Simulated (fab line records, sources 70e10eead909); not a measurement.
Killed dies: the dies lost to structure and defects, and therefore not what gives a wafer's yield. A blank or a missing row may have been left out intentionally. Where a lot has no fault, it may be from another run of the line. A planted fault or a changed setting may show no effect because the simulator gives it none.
fab line records	flow nandHarc
[record] lots = 24	wafers = 72	lastDay = 33
route steps=1302 shown P_GATE@145 P_CONTACT@219
lots with no fault: from the same line, run without faults
startH: start of the lot's first displayed wafer, in hours after the record's first day	waitH: how many hours have passed since the lot's step before this one	" unchanged from the row above	L1.1+2: a row that stands for several wafers	- no value present, or no start provided	* or withheld: withheld	< > ~ a bound
route shown NAME@n: a module of which the file shows steps, and the number in the route of the first	usual: mean and standard deviation over wafers with no fault	same: alike in all rows	chamber/n: place in a boat	sites: the reading at each site	_std_site: their standard deviation	_edge_site: outer sites' mean less inner sites'	radiusMm: how far each site lies from the wafer's centre	mask NAME#n: copy n	behind: the most recent tool/chamber to have shaped the wafer	hold: what put the lot on hold/how long, in hours/how the hold closed	device: transistor that didn't switch, given as n, p or np	end of line: the same wafers' tests at the end of the route	step lacking rows: just its recipe	killed: not the wafer's yield, but the dies lost to structure and defects at the first sort	map: dies across one wafer; x = killed, . = not, _ = none there
set.NAME: the setting as run; set.NAME@STEP: as run at that earlier step	model.NAME: the simulator's own value behind a step, which no gauge read
one table for each step of the route and one row for each wafer, over a sample of lots
services: from which hour (startH, from the record's first day; less than 0 if before it) a tool's chamber was out of use, for how many hours, and why
[[steps]]
[step NHARC_P_GATE_ETCH_104]
[recipe] targetDepthA = 600	timeS = withheld	cf4FlowSccm = 100	chf3FlowSccm = 30	arFlowSccm = 0	rfW = 500	biasW = 200	chemistry = CF4/CHF3
[usual] chamberPressureMTorr = 25.002/0.022	drypumpMotorCurrentA = 5.8/0.53	oesProductAu = 0.957/0.023	rfFwdPowerW = 492.2/2.9	rfVppV = 371.5/2.3	showerheadPlenumPTorr = 1.60/0.065	throttleValvePct = 16.803/0.01
lot.wafer	tool	chamber	startH	waitH	chamberPressureMTorr	drypumpMotorCurrentA	oesProductAu	rfFwdPowerW	rfVppV	showerheadPlenumPTorr	throttleValvePct
L074.4	rieDiel-09	2	101.98	0.1	25.005	6.1	0.923	488.2	369.7	1.58	16.797
L074.2	"	0	"	"	24.999	5.7	0.911	496.8	373.3	1.69	16.786
L074.5	"	2	"	"	25.026	6.2	0.919	487.2	371.4	1.58	16.795
L075.3	rieDiel-09	3	105.14	0.1	25.018	6.2	0.958	491.2	372.9	1.66	16.806
L075.2	"	0	"	"	25.027	5.7	0.980	497.1	373.8	1.69	16.816
L075.6	"	3	"	"	24.999	6.2	0.968	491.3	372.3	1.66	16.806
L076.2	rieDiel-01	2	119.42	0.1	25.043	5.3	0.981	493.2	369.4	1.56	16.819
L076.3	"	3	"	"	24.962	6.4	0.965	490.0	370.1	1.57	16.815
L076.1	"	0	"	"	24.988	5.0	0.959	491.1	374.2	1.66	16.801
L077.2	rieDiel-01	1	131.08	0.1	24.986	5.4	0.965	489.8	374.7	1.68	16.790
L077.1	"	3	"	"	25.044	6.5	0.965	493.4	372.5	1.57	16.807
L077.5	"	0	"	"	25.007	5.0	0.966	493.0	373.6	1.66	16.813
L078.4	rieDiel-09	2	131.73	0.1	24.974	6.1	0.930	489.0	370.9	1.58	16.785
L078.3	"	3	"	"	24.980	6.2	0.927	488.7	372.9	1.66	16.793
L078.6	"	1	"	"	25.003	6.6	0.925	493.8	369.8	1.52	16.806
L079.3	rieDiel-12	3	145.64	0.1	24.995	6.2	0.961	488.9	371.3	1.57	16.804
L079.4	"	0	"	"	25.030	5.1	0.965	494.4	366.6	1.47	16.805
L079.1	"	1	"	"	24.986	5.4	0.983	495.1	370.4	1.57	16.810
L080.3	rieDiel-01	0	160.35	0.1	25.016	5.0	0.923	489.1	373.1	1.66	16.812
L080.1	"	1	"	"	25.014	5.4	0.924	492.4	372.8	1.68	16.805
L080.5	"	3	"	"	25.048	6.5	0.928	492.9	371.4	1.57	16.808
L081.3	rieDiel-01	1	178.89	0.1	24.997	5.4	0.952	491.3	373.7	1.68	16.806
L081.5	"	1	"	"	25.011	5.4	0.961	491.8	372.7	1.68	16.822
L081.6	"	2	"	"	24.959	5.3	0.966	491.5	370.3	1.56	16.798
L082.3	rieDiel-09	0	185.57	0.1	24.965	5.7	0.959	497.7	375.2	1.69	16.800
L082.4	"	2	"	"	25.020	6.2	0.965	487.0	372.6	1.58	16.809
L082.6	"	0	"	"	24.998	5.7	0.968	496.8	375.4	1.69	16.808
L083.3	rieDiel-01	0	189.23	0.1	25.025	5.0	0.954	491.3	374.4	1.66	16.815
L083.2	"	1	"	"	24.982	5.4	0.964	487.8	374.8	1.68	16.802
L083.4	"	3	"	"	25.000	6.5	0.963	494.5	369.3	1.57	16.811
L084.1	rieDiel-12	0	206.25	0.1	25.013	5.0	0.969	493.8	366.8	1.47	16.802
L084.6	"	1	"	"	24.996	5.4	0.957	490.4	371.4	1.57	16.806
L084.5	"	2	"	"	25.005	5.8	0.973	496.2	371.6	1.60	16.798
L085.4	rieDiel-12	3	212.62	0.1	25.010	6.2	0.992	489.0	369.6	1.56	16.804
L085.1	"	0	"	"	25.000	5.1	0.972	494.4	367.3	1.47	16.804
L085.6	"	0	"	"	24.952	5.1	0.970	494.5	367.3	1.47	16.789
L086.4	rieDiel-09	0	219.72	0.1	25.027	5.7	0.982	496.1	376.3	1.69	16.805
L086.3	"	2	"	"	24.972	6.2	0.966	488.8	371.1	1.58	16.790
L086.6	"	0	"	"	24.983	5.7	0.963	494.8	375.5	1.69	16.807
L087.4	rieDiel-09	2	222.75	0.1	25.036	6.1	0.987	486.9	371.3	1.58	16.806
L087.3	"	3	"	"	25.003	6.2	0.959	489.3	373.0	1.66	16.810
L087.6	"	2	"	"	25.049	6.1	0.977	487.7	370.4	1.58	16.801
L089.3	rieDiel-01	1	240.53	0.1	25.006	5.4	0.921	489.4	373.2	1.68	16.780
L089.6	"	1	"	"	25.009	5.4	0.928	490.1	373.1	1.68	16.791
L089.5	"	2	"	"	25.005	5.3	0.927	494.0	371.1	1.56	16.804
L088.2	rieDiel-09	2	240.70	0.1	25.015	6.2	0.963	488.6	370.8	1.58	16.794
L088.3	"	3	"	"	24.987	6.2	0.969	492.9	372.5	1.66	16.811
L088.5	"	0	"	"	25.020	5.7	0.970	497.5	373.7	1.69	16.791
L090.2	rieDiel-12	3	262.96	0.1	24.984	6.2	0.954	489.1	370.2	1.56	16.803
L090.5	"	3	"	"	24.978	6.2	0.950	486.1	370.6	1.56	16.793
L090.6	"	0	"	"	25.019	5.1	0.956	495.6	367.3	1.47	16.823
L091.2	rieDiel-12	2	264.68	0.1	25.006	5.7	0.981	494.7	372.0	1.60	16.795
L091.5	"	0	"	"	25.027	5.1	0.958	493.0	368.4	1.47	16.815
L091.6	"	1	"	"	25.021	5.4	0.966	492.0	371.8	1.57	16.802
L092.2	rieDiel-09	3	273.30	0.1	24.986	6.2	0.988	495.2	374.1	1.66	16.794
L092.4	"	2	"	"	25.003	6.1	0.959	488.8	372.0	1.58	16.793
L092.5	"	3	"	"	25.000	6.2	0.990	494.8	373.3	1.66	16.801
L093.2	rieDiel-01	0	284.72	0.1	25.028	5.0	0.923	491.0	371.9	1.66	16.796
L093.1	"	1	"	"	24.991	5.4	0.926	491.5	375.7	1.68	16.811
L093.5	"	3	"	"	24.998	6.5	0.913	494.6	368.3	1.57	16.789
L094.1	rieDiel-09	0	300.76	0.1	25.010	5.7	0.913	496.3	373.1	1.69	16.780
L094.3	"	2	"	"	25.025	6.2	0.927	488.4	369.6	1.58	16.815
L094.5	"	2	"	"	24.996	6.2	0.934	489.6	369.7	1.58	16.819
L095.4	rieDiel-09	1	304.07	0.1	25.023	6.7	0.960	493.1	368.3	1.52	16.803
L095.5	"	2	"	"	25.020	6.1	0.971	487.5	369.9	1.58	16.822
L095.6	"	3	"	"	24.974	6.2	0.958	491.6	372.9	1.66	16.812
L096.4	rieDiel-12	3	314.72	0.1	25.014	6.2	0.931	487.8	371.7	1.56	16.813
L096.2	"	0	"	"	25.029	5.1	0.936	495.7	367.9	1.47	16.806
L096.1	"	2	"	"	24.985	5.8	0.931	498.2	371.7	1.60	16.805
L097.3	rieDiel-01	0	326.70	0.1	24.961	5.0	0.982	486.8	373.1	1.66	16.782
L097.1	"	1	"	"	24.992	5.5	0.968	490.5	375.8	1.68	16.811
L097.5	"	0	"	"	25.004	5.0	0.970	488.2	374.5	1.66	16.794
[step NHARC_P_GATE_CD_MEAS_91]
[recipe] targetCdNm = 2000	landingEnergyEv = 500
[usual] cdNm = 1999.8/1.6
[same] landingEnergyEv = 500
lot.wafer	tool	chamber	startH	waitH	cdNm
L074.2	cdSem-01	0	116.64	-	2002.9
L074.4	"	0	"	"	1999.6
L074.5	"	0	"	"	1999.9
L075.2	cdSem-03	0	120.14	-	2001.1
L075.3	"	0	"	"	2000.5
L075.6	"	0	"	"	1999.6
L076.1	cdSem-03	0	134.30	-	1998.3
L076.2	"	0	"	"	1998.9
L076.3	"	0	"	"	1999.7
L077.1	cdSem-03	0	145.95	-	1999.3
L077.2	"	0	"	"	2000.1
L077.5	"	0	"	"	1999.7
L078.3	cdSem-01	0	146.75	-	1999.9
L078.4	"	0	"	"	2000.7
L078.6	"	0	"	"	2000.9
L079.1	cdSem-02	0	160.55	-	2001.4
L079.3	"	0	"	"	2000.7
L079.4	"	0	"	"	2000.8
L080.1	cdSem-02	0	175.37	-	1998.4
L080.3	"	0	"	"	2001.5
L080.5	"	0	"	"	2000.4
L081.3	cdSem-02	0	193.93	-	1999.1
L081.5	"	0	"	"	1999.9
L081.6	"	0	"	"	1998.8
L082.3	cdSem-02	0	202.70	-	1999.9
L082.4	"	0	"	"	1999.0
L082.6	"	0	"	"	1997.8
L083.2	cdSem-01	0	204.59	-	2002.7
L083.3	"	0	"	"	2002.2
L083.4	"	0	"	"	2001.6
L084.1	cdSem-02	0	223.43	-	1998.0
L084.5	"	0	"	"	1999.8
L084.6	"	0	"	"	1997.7
L085.1	cdSem-03	0	231.02	-	1998.6
L085.4	"	0	"	"	1998.7
L085.6	"	0	"	"	1998.9
L086.3	cdSem-03	0	235.25	-	1998.8
L086.4	"	0	"	"	1999.9
L086.6	"	0	"	"	2000.6
L087.3	cdSem-01	0	239.88	-	1999.7
L087.4	"	0	"	"	2000.9
L087.6	"	0	"	"	2000.0
L089.3	cdSem-03	0	255.59	-	2001.3
L089.5	"	0	"	"	2002.5
L089.6	"	0	"	"	2001.5
L088.2	cdSem-03	0	256.05	-	1997.1
L088.3	"	0	"	"	1997.3
L088.5	"	0	"	"	1996.6
L090.2	cdSem-01	0	277.85	-	1998.6
L090.5	"	0	"	"	1998.4
L090.6	"	0	"	"	2000.0
L091.2	cdSem-02	0	279.75	-	1999.4
L091.5	"	0	"	"	2000.7
L091.6	"	0	"	"	2000.0
L092.2	cdSem-03	0	288.31	-	1996.3
L092.4	"	0	"	"	2000.4
L092.5	"	0	"	"	1999.3
L093.1	cdSem-02	0	299.89	-	2003.3
L093.2	"	0	"	"	2002.1
L093.5	"	0	"	"	2002.4
L094.1	cdSem-02	0	315.73	-	1998.1
L094.3	"	0	"	"	1998.4
L094.5	"	0	"	"	1998.5
L095.4	cdSem-03	0	319.33	-	2001.3
L095.5	"	0	"	"	2003.0
L095.6	"	0	"	"	2001.8
L096.1	cdSem-01	0	332.18	-	1998.8
L096.2	"	0	"	"	1999.1
L096.4	"	0	"	"	1997.9
L097.1	cdSem-03	0	341.97	-	1995.9
L097.3	"	0	"	"	1998.2
L097.5	"	0	"	"	1998.4
[step NHARC_P_GATE_DEGAS_109]
[recipe] tempC = 300	timeS = 60
[usual] heaterPowerW = 466/64
lot.wafer	tool	chamber	startH	waitH	heaterPowerW
L074.4	pvdSputter-03	-	118.76	0.1	384
L074.2	"	-	"	"	475
L074.5	"	-	"	"	431
L075.3	pvdSputter-02	-	122.25	0.1	614
L075.2	"	-	"	"	417
L075.6	"	-	"	"	431
L076.1	pvdSputter-02	-	136.43	0.1	451
L076.3	"	-	"	"	466
L076.2	"	-	"	"	411
L077.2	pvdSputter-02	-	148.15	0.1	477
L077.1	"	-	"	"	608
L077.5	"	-	"	"	482
L078.3	pvdSputter-02	-	148.98	0.1	431
L078.4	"	-	"	"	472
L078.6	"	-	"	"	438
L079.4	pvdSputter-03	-	162.68	0.1	389
L079.3	"	-	"	"	429
L079.1	"	-	"	"	512
L080.3	pvdSputter-02	-	177.50	0.1	421
L080.1	"	-	"	"	436
L080.5	"	-	"	"	614
L081.3	pvdSputter-02	-	196.20	0.1	435
L081.6	"	-	"	"	430
L081.5	"	-	"	"	486
L082.3	pvdSputter-02	-	204.81	0.1	481
L082.4	"	-	"	"	603
L082.6	"	-	"	"	489
L083.4	pvdSputter-01	-	206.75	0.1	521
L083.2	"	-	"	"	421
L083.3	"	-	"	"	507
L084.1	pvdSputter-01	-	225.64	0.1	498
L084.5	"	-	"	"	505
L084.6	"	-	"	"	500
L085.4	pvdSputter-02	-	233.24	0.1	434
L085.1	"	-	"	"	463
L085.6	"	-	"	"	614
L086.3	pvdSputter-02	-	237.37	0.1	455
L086.4	"	-	"	"	424
L086.6	"	-	"	"	419
L087.4	pvdSputter-03	-	242.00	0.1	385
L087.3	"	-	"	"	454
L087.6	"	-	"	"	382
L089.3	pvdSputter-01	-	257.73	0.1	494
L089.5	"	-	"	"	486
L089.6	"	-	"	"	483
L088.3	pvdSputter-03	-	258.52	0.1	427
L088.2	"	-	"	"	458
L088.5	"	-	"	"	464
L090.2	pvdSputter-02	-	279.95	0.1	604
L090.5	"	-	"	"	608
L090.6	"	-	"	"	428
L091.2	pvdSputter-03	-	281.90	0.1	460
L091.6	"	-	"	"	516
L091.5	"	-	"	"	385
L092.2	pvdSputter-01	-	290.43	0.1	502
L092.4	"	-	"	"	496
L092.5	"	-	"	"	492
L093.2	pvdSputter-03	-	302.03	0.1	426
L093.1	"	-	"	"	378
L093.5	"	-	"	"	437
L094.3	pvdSputter-01	-	317.89	0.1	493
L094.1	"	-	"	"	414
L094.5	"	-	"	"	513
L095.4	pvdSputter-02	-	321.53	0.1	605
L095.6	"	-	"	"	417
L095.5	"	-	"	"	605
L096.4	pvdSputter-03	-	334.32	0.1	528
L096.1	"	-	"	"	435
L096.2	"	-	"	"	455
L097.1	pvdSputter-03	-	344.19	0.1	425
L097.3	"	-	"	"	522
L097.5	"	-	"	"	445
[step NHARC_P_CONTACT_CMP_01]
[recipe] targetThkNm = 200	material = SiO2
[usual] motorCurrentA = 12.5/0.62
lot.wafer	tool	chamber	startH	waitH	motorCurrentA
L074.4	cmp-04	3	120.49	-	13.2
L074.2	"	0	"	"	13.0
L074.5	"	3	"	"	13.4
L075.2	cmp-04	3	123.98	-	13.1
L075.3	"	0	"	"	12.6
L075.6	"	0	"	"	12.1
L076.1	cmp-01	1	138.16	-	12.3
L076.2	"	2	"	"	13.0
L076.3	"	3	"	"	11.8
L077.1	cmp-04	0	149.94	-	12.4
L077.2	"	1	"	"	11.7
L077.5	"	3	"	"	13.7
L078.3	cmp-03	3	150.74	-	12.6
L078.4	"	1	"	"	11.5
L078.6	"	2	"	"	11.8
L079.1	cmp-04	0	164.41	-	12.5
L079.4	"	1	"	"	12.4
L079.3	"	3	"	"	12.9
L080.1	cmp-03	3	179.23	-	12.0
L080.3	"	0	"	"	13.0
L080.5	"	0	"	"	13.1
L081.3	cmp-04	2	197.98	-	12.2
L081.6	"	0	"	"	12.2
L081.5	"	1	"	"	11.9
L082.4	cmp-03	3	206.55	-	11.8
L082.3	"	0	"	"	13.2
L082.6	"	3	"	"	12.0
L083.4	cmp-01	3	208.51	-	12.6
L083.3	"	0	"	"	13.1
L083.2	"	1	"	"	12.7
L084.1	cmp-03	2	227.42	-	12.6
L084.5	"	0	"	"	13.1
L084.6	"	1	"	"	11.7
L085.4	cmp-03	0	234.97	-	12.9
L085.1	"	1	"	"	12.9
L085.6	"	1	"	"	12.0
L086.3	cmp-01	2	239.11	-	13.1
L086.4	"	3	"	"	11.5
L086.6	"	3	"	"	11.5
L087.4	cmp-04	1	243.79	-	12.8
L087.3	"	3	"	"	13.8
L087.6	"	0	"	"	13.0
L089.3	cmp-04	0	259.51	-	12.7
L089.5	"	3	"	"	13.8
L089.6	"	0	"	"	12.6
L088.3	cmp-04	2	260.26	-	11.6
L088.2	"	0	"	"	12.4
L088.5	"	2	"	"	11.6
L090.2	cmp-01	0	281.79	-	13.0
L090.5	"	3	"	"	12.0
L090.6	"	0	"	"	12.5
L091.2	cmp-04	0	283.71	-	12.2
L091.6	"	1	"	"	13.1
L091.5	"	2	"	"	12.1
L092.4	cmp-01	2	292.19	-	13.0
L092.2	"	0	"	"	13.2
L092.5	"	1	"	"	12.2
L093.1	cmp-03	2	303.79	-	12.7
L093.2	"	3	"	"	11.6
L093.5	"	1	"	"	12.0
L094.1	cmp-03	2	319.82	-	12.5
L094.3	"	3	"	"	12.1
L094.5	"	1	"	"	12.6
L095.4	cmp-04	2	323.33	-	12.1
L095.5	"	0	"	"	13.1
L095.6	"	1	"	"	12.4
L096.4	cmp-04	2	336.05	-	12.3
L096.1	"	0	"	"	12.0
L096.2	"	1	"	"	12.8
L097.1	cmp-03	0	345.92	-	12.9
L097.3	"	1	"	"	12.3
L097.5	"	1	"	"	11.9
[step NHARC_P_CONTACT_OVL_MEAS_13]
[usual] overlayXNm = 0.0/0.89	overlayYNm = -0.2/0.83
lot.wafer	tool	chamber	startH	waitH	overlayXNm	overlayYNm
L074.2	overlay-02	-	121.41	-	-1.3	-0.6
L074.4	"	-	"	"	-1.4	-0.3
L074.5	"	-	"	"	-1.3	-0.3
L075.2	overlay-02	-	124.90	-	0.3	1.3
L075.3	"	-	"	"	0.8	1.4
L075.6	"	-	"	"	0.0	1.0
L076.1	overlay-02	-	139.08	-	0.6	0.2
L076.2	"	-	"	"	0.0	0.5
L076.3	"	-	"	"	0.1	-0.3
L077.1	overlay-01	-	150.72	-	1.4	-0.3
L077.2	"	-	"	"	1.3	-0.4
L077.5	"	-	"	"	0.7	-0.5
L078.3	overlay-02	-	151.52	-	-2.2	-0.1
L078.4	"	-	"	"	-1.4	-0.1
L078.6	"	-	"	"	-1.7	-0.7
L079.1	overlay-02	-	165.32	-	0.7	1.2
L079.3	"	-	"	"	0.5	0.7
L079.4	"	-	"	"	0.4	0.7
L080.1	overlay-02	-	180.03	-	-1.3	-0.7
L080.3	"	-	"	"	-1.4	-0.4
L080.5	"	-	"	"	-1.5	-0.7
L081.3	overlay-02	-	198.72	-	0.5	-0.6
L081.5	"	-	"	"	0.7	-1.1
L081.6	"	-	"	"	0.7	-1.5
L082.3	overlay-02	-	207.34	-	0.0	-1.0
L082.4	"	-	"	"	0.4	-1.1
L082.6	"	-	"	"	-0.3	-1.4
L083.2	overlay-01	-	209.28	-	1.0	-1.2
L083.3	"	-	"	"	0.4	-1.0
L083.4	"	-	"	"	1.2	-1.2
L084.1	overlay-01	-	228.28	-	-0.5	-1.2
L084.5	"	-	"	"	0.4	-0.4
L084.6	"	-	"	"	-0.1	-0.8
L085.1	overlay-01	-	235.89	-	1.2	-0.3
L085.4	"	-	"	"	1.1	-0.1
L085.6	"	-	"	"	2.0	-0.6
L086.3	overlay-02	-	240.03	-	1.4	0.6
L086.4	"	-	"	"	0.6	0.5
L086.6	"	-	"	"	0.6	0.0
L087.3	overlay-02	-	244.68	-	-0.1	-0.1
L087.4	"	-	"	"	-0.5	-0.3
L087.6	"	-	"	"	-0.7	-0.1
L089.3	overlay-01	-	260.43	-	1.5	0.5
L089.5	"	-	"	"	1.0	0.4
L089.6	"	-	"	"	1.0	1.1
L088.2	overlay-02	-	261.18	-	0.3	0.0
L088.3	"	-	"	"	-0.5	-0.7
L088.5	"	-	"	"	-0.1	-0.9
L090.2	overlay-01	-	282.69	-	-1.4	0.4
L090.5	"	-	"	"	-1.3	0.2
L090.6	"	-	"	"	-0.5	0.0
L091.2	overlay-02	-	284.56	-	-0.3	-1.2
L091.5	"	-	"	"	-1.0	-1.1
L091.6	"	-	"	"	-0.6	-0.9
L092.2	overlay-01	-	293.08	-	0.3	-0.4
L092.4	"	-	"	"	0.8	-1.0
L092.5	"	-	"	"	0.8	-0.2
L093.1	overlay-01	-	304.68	-	0.6	1.7
L093.2	"	-	"	"	-0.5	1.4
L093.5	"	-	"	"	0.3	1.8
L094.1	overlay-01	-	320.71	-	-0.3	-0.9
L094.3	"	-	"	"	-0.7	-0.6
L094.5	"	-	"	"	-0.9	-1.2
L095.4	overlay-02	-	324.20	-	0.3	-0.6
L095.5	"	-	"	"	0.8	-0.3
L095.6	"	-	"	"	0.9	-0.9
L096.1	overlay-01	-	336.84	-	0.2	-0.9
L096.2	"	-	"	"	-0.3	-0.5
L096.4	"	-	"	"	-0.1	-1.9
L097.1	overlay-01	-	346.84	-	-1.5	-0.3
L097.3	"	-	"	"	-1.1	0.3
L097.5	"	-	"	"	-1.3	0.1
[step NHARC_P_CONTACT_ETCH_35]
[recipe] targetDepthA = 390	overEtchFrac = 0.3	timeS = 65	ionEnergyEv = 80	cf4FlowSccm = 150	arFlowSccm = 0	rfW = 300	biasW = 100	chemistry = CF4
[usual] chamberPressureMTorr = 49.99/0.038	drypumpMotorCurrentA = 5.8/0.54	oesProductAu = 0.999/0.0068	rfFwdPowerW = 297.7/1.1	rfVppV = 151.6/1.3	showerheadPlenumPTorr = 1.80/0.07	throttleValvePct = 13.284/0.0095
lot.wafer	tool	chamber	startH	waitH	chamberPressureMTorr	drypumpMotorCurrentA	oesProductAu	rfFwdPowerW	rfHoursCounterH	rfVppV	showerheadPlenumPTorr	throttleValvePct
L074.2	rieDiel-04	0	121.62	0.1	50.03	5.4	0.995	296.7	5.0	152.4	1.85	13.290
L074.5	"	0	"	"	49.92	5.5	0.994	296.4	-	152.7	1.85	13.291
L074.4	"	2	"	"	49.97	6.3	0.995	298.4	-	151.7	1.90	13.295
L075.2	rieDiel-04	2	125.11	0.1	49.89	6.3	0.998	299.3	5.3	151.6	1.90	13.275
L075.3	"	3	"	"	50.04	6.7	1.003	297.0	5.5	149.8	1.72	13.287
L075.6	"	3	"	"	50.02	6.7	0.997	299.7	-	151.7	1.72	13.306
L076.3	rieDiel-07	0	139.28	0.1	49.93	4.8	1.000	298.6	0.2	153.0	1.78	13.264
L076.1	"	1	"	"	50.00	5.9	0.994	295.6	0.2	153.5	1.88	13.293
L076.2	"	2	"	"	50.02	5.9	1.012	297.1	0.2	151.9	1.80	13.273
L077.1	rieDiel-05	1	150.90	0.1	50.05	6.5	0.997	297.4	2.3	152.6	1.87	13.290
L077.2	"	3	"	"	50.00	5.5	0.989	298.4	2.0	149.3	1.80	13.266
L077.5	"	2	"	"	49.97	6.0	0.992	296.3	-	149.4	1.66	13.262
L078.3	rieDiel-07	2	151.74	0.1	49.95	6.0	0.992	295.8	0.9	152.6	1.81	13.284
L078.6	"	0	"	"	50.00	4.8	0.999	298.2	-	150.8	1.78	13.280
L078.4	"	1	"	"	50.02	5.9	0.993	296.6	-	153.8	1.88	13.285
L079.1	rieDiel-04	3	165.51	0.1	49.99	6.7	1.010	297.9	6.8	151.6	1.72	13.279
L079.3	"	0	"	"	50.04	5.5	1.003	297.6	6.8	152.2	1.85	13.285
L079.4	"	1	"	"	49.90	5.4	1.010	297.5	5.6	151.6	1.78	13.287
L080.3	rieDiel-07	0	180.22	0.1	49.97	4.8	0.999	298.0	1.8	152.1	1.78	13.277
L080.1	"	1	"	"	49.97	6.0	1.004	297.1	1.8	153.2	1.88	13.277
L080.5	"	3	"	"	50.00	6.1	0.994	299.5	-	150.6	1.72	13.294
L081.3	rieDiel-05	0	198.91	0.1	50.00	4.9	0.996	297.6	3.3	149.6	1.73	13.305
L081.6	"	3	"	"	50.01	5.5	0.987	297.8	-	151.7	1.80	13.290
L081.5	"	0	"	"	49.97	4.9	0.999	299.2	-	151.3	1.73	13.294
L082.3	rieDiel-05	0	207.53	0.1	50.00	4.9	1.003	298.8	3.7	150.0	1.73	13.285
L082.4	"	1	"	"	49.95	6.4	1.004	296.4	3.7	153.3	1.87	13.290
L082.6	"	2	"	"	49.95	6.0	0.992	297.0	-	149.7	1.66	13.292
L083.2	rieDiel-04	3	209.46	0.1	49.96	6.7	0.986	299.4	1.1	149.8	1.72	13.276
L083.3	"	0	"	"	49.92	5.4	0.985	296.8	1.2	153.2	1.85	13.288
L083.4	"	2	"	"	50.03	6.3	0.988	298.6	0.8	152.8	1.90	13.274
L084.1	rieDiel-04	2	228.50	0.1	49.96	6.3	0.995	299.5	1.7	153.5	1.90	13.291
L084.5	"	0	"	"	49.99	5.4	0.992	298.7	-	151.8	1.85	13.293
L084.6	"	1	"	"	50.01	5.4	1.007	298.1	-	152.1	1.78	13.277
L085.1	rieDiel-07	2	236.08	0.1	49.93	6.0	1.002	295.8	2.7	152.0	1.80	13.284
L085.4	"	3	"	"	49.99	6.1	1.001	298.3	1.3	149.4	1.72	13.285
L085.6	"	2	"	"	50.01	5.9	1.007	294.7	-	152.9	1.80	13.293
L086.3	rieDiel-04	1	240.21	0.1	49.98	5.4	0.998	299.3	2.8	151.1	1.78	13.286
L086.4	"	3	"	"	50.04	6.6	0.993	296.3	2.3	151.1	1.72	13.270
L086.6	"	2	"	"	50.01	6.3	1.000	298.1	-	153.9	1.90	13.281
L087.3	rieDiel-07	2	244.86	0.1	50.01	6.0	0.989	297.6	3.0	151.9	1.80	13.276
L087.4	"	3	"	"	50.07	6.1	1.002	297.0	1.6	151.3	1.72	13.289
L087.6	"	2	"	"	50.06	5.9	1.000	297.0	-	152.1	1.80	13.285
L089.3	rieDiel-04	0	260.61	0.1	49.97	5.4	1.003	296.3	4.2	152.6	1.85	13.279
L089.5	"	0	"	"	49.98	5.4	0.992	297.4	-	152.1	1.85	13.299
L089.6	"	1	"	"	50.05	5.4	1.013	299.1	-	150.1	1.78	13.267
L088.2	rieDiel-07	1	261.36	0.1	49.99	6.0	1.000	296.8	4.0	153.3	1.88	13.280
L088.3	"	2	"	"	50.03	5.9	1.000	296.8	3.6	151.2	1.80	13.288
L088.5	"	2	"	"	50.01	5.9	0.994	297.7	-	151.2	1.80	13.284
L090.2	rieDiel-04	3	282.88	0.1	49.92	6.7	1.009	298.8	4.6	150.6	1.72	13.287
L090.5	"	1	"	"	49.98	5.4	1.005	299.3	-	150.8	1.78	13.293
L090.6	"	2	"	"	50.02	6.3	1.007	298.1	-	154.1	1.89	13.294
L091.2	rieDiel-07	3	284.74	0.1	50.02	6.1	1.004	297.4	3.1	149.8	1.72	13.285
L091.5	"	2	"	"	50.08	5.9	0.999	299.0	-	153.4	1.80	13.268
L091.6	"	3	"	"	49.98	6.1	1.007	298.4	-	149.8	1.72	13.285
L092.2	rieDiel-04	1	293.26	0.1	49.93	5.4	1.010	299.6	5.1	151.5	1.78	13.285
L092.4	"	2	"	"	50.01	6.3	1.008	298.0	5.5	154.0	1.89	13.298
L092.5	"	2	"	"	50.00	6.3	1.001	299.4	-	151.9	1.89	13.296
L093.1	rieDiel-05	2	304.87	0.1	49.95	6.0	0.991	298.1	1.2	149.4	1.66	13.281
L093.2	"	3	"	"	50.04	5.5	0.989	298.1	1.4	152.0	1.80	13.273
L093.5	"	2	"	"	49.96	6.0	1.001	297.5	-	149.8	1.66	13.291
L094.3	rieDiel-07	0	320.89	0.1	49.98	4.8	1.000	297.2	0.3	150.8	1.77	13.294
L094.1	"	3	"	"	50.01	6.1	0.986	297.7	0.3	150.9	1.72	13.267
L094.5	"	0	"	"	50.01	4.8	1.002	297.7	-	152.7	1.77	13.275
L095.4	rieDiel-07	0	324.38	0.1	49.95	4.8	1.010	298.3	0.6	150.8	1.77	13.292
L095.6	"	3	"	"	49.96	6.1	0.996	298.1	-	149.6	1.71	13.285
L095.5	"	0	"	"	50.03	4.8	1.013	299.5	-	151.1	1.77	13.274
L096.1	rieDiel-05	0	337.03	0.1	49.95	4.9	1.001	298.4	2.4	151.1	1.73	13.284
L096.2	"	1	"	"	50.00	6.4	0.996	298.1	2.1	154.0	1.87	13.281
L096.4	"	2	"	"	50.05	6.0	1.001	297.4	2.0	148.3	1.66	13.279
L097.1	rieDiel-05	0	347.03	0.1	49.93	4.9	0.999	299.1	2.7	150.9	1.73	13.296
L097.3	"	1	"	"	49.96	6.4	0.995	296.8	2.6	152.7	1.87	13.274
L097.5	"	2	"	"	50.00	6.0	0.996	296.6	-	150.8	1.66	13.300
[[services]]
tool	chamber	startH	hours	kind
pvdSputter-02	-	95.52	4.8	repair
cmp-04	-	97.11	1.3	repair
rieDiel-07	3	98.63	63.5	repair
pvdSputter-02	-	104.00	10.0	pm
cmp-04	-	111.00	4.0	pm
cmp-04	-	115.92	2.6	repair
rieDiel-07	-	117.20	9.0	pm
rieDiel-04	1	118.72	12.6	repair
rieDiel-09	-	136.42	0.7	repair
rieDiel-09	-	143.10	9.0	pm
pvdSputter-02	-	167.47	2.3	repair
rieDiel-09	3	177.86	1.3	repair
rieDiel-04	-	177.94	9.0	pm
rieDiel-07	3	184.65	4.8	repair
rieDiel-09	0	202.43	7.9	repair
rieDiel-07	2	208.69	2.3	repair
cmp-04	-	209.09	4.0	pm
pvdSputter-02	-	282.00	10.0	pm
rieDiel-09	1	285.79	15.3	repair
cmp-04	-	307.14	4.0	pm
cmp-04	-	314.97	0.3	repair
rieDiel-09	-	316.92	0.6	repair
rieDiel-09	-	320.10	9.0	pm
rieDiel-09	3	329.61	22.1	repair
[[key]]
fault none
